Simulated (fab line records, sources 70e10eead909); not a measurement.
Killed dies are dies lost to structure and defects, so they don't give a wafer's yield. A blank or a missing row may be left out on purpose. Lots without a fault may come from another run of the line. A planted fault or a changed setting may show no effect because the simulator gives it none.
Chamber matching | flow nand_harc | NHARC_A_CONTACT_ETCH_90 on rie_diel-03: 4 sister chambers
The step etches the open film in CH3F/O2, target depth 40 nm, time 85.7 s. 8 wafers are shown with their chamber, then 12 later ones without.

WAFERS WITH THEIR CHAMBER
wafer  | chamber | showerhead_plenum_p_Torr (Torr) | drypump_motor_current_A (A)
L086.1 | 3       | 2.54                            | 6.5
L086.5 | 0       | 2.48                            | 5.3
L089.1 | 3       | 2.53                            | 6.5
L089.3 | 2       | 2.39                            | 5.9
L089.4 | 1       | 2.55                            | 6.2
L091.2 | 2       | 2.39                            | 5.9
L091.3 | 0       | 2.47                            | 5.3
L091.4 | 1       | 2.55                            | 6.1

WAFERS WITHOUT THEIR CHAMBER
wafer  | showerhead_plenum_p_Torr (Torr) | drypump_motor_current_A (A)
L095.1 | 2.55                            | 6.1
L095.2 | 2.47                            | 5.3
L095.3 | 2.53                            | 6.5
L092.3 | 2.39                            | 5.9
L092.4 | 2.47                            | 5.3
L092.6 | 2.53                            | 6.5
L096.2 | 2.47                            | 5.3
L096.5 | 2.47                            | 5.3
L096.6 | 2.53                            | 6.5
L097.2 | 2.55                            | 6.1
L097.3 | 2.53                            | 6.5
L097.6 | 2.53                            | 6.5

WHICH CHAMBER EACH WENT THROUGH
wafer  | from the rows above | in truth
L095.1 | 1                   | 1
L095.2 | 0                   | 0
L095.3 | 3                   | 3
L092.3 | 2                   | 2
L092.4 | 0                   | 0
L092.6 | 3                   | 3
L096.2 | 0                   | 0
L096.5 | 0                   | 0
L096.6 | 3                   | 3
L097.2 | 1                   | 1
L097.3 | 3                   | 3
L097.6 | 3                   | 3
Placed correctly: 12 of 12. Can't be placed from these rows: 0. Placed wrongly: 0.
How it was worked out, from the rows above alone: a wafer's distance from a chamber is the root of the sum, over the readings, of the square of ((its reading less the chamber's mean) divided by the reading's scatter). The wafer belongs to the nearest chamber; if the next one is less than 2 further off, it can't be placed. A chamber's mean is the mean of its shown wafers. The scatter: the root of (the sum of the squares of (reading less its chamber's mean) over the shown wafers, divided by (wafers less chambers)).
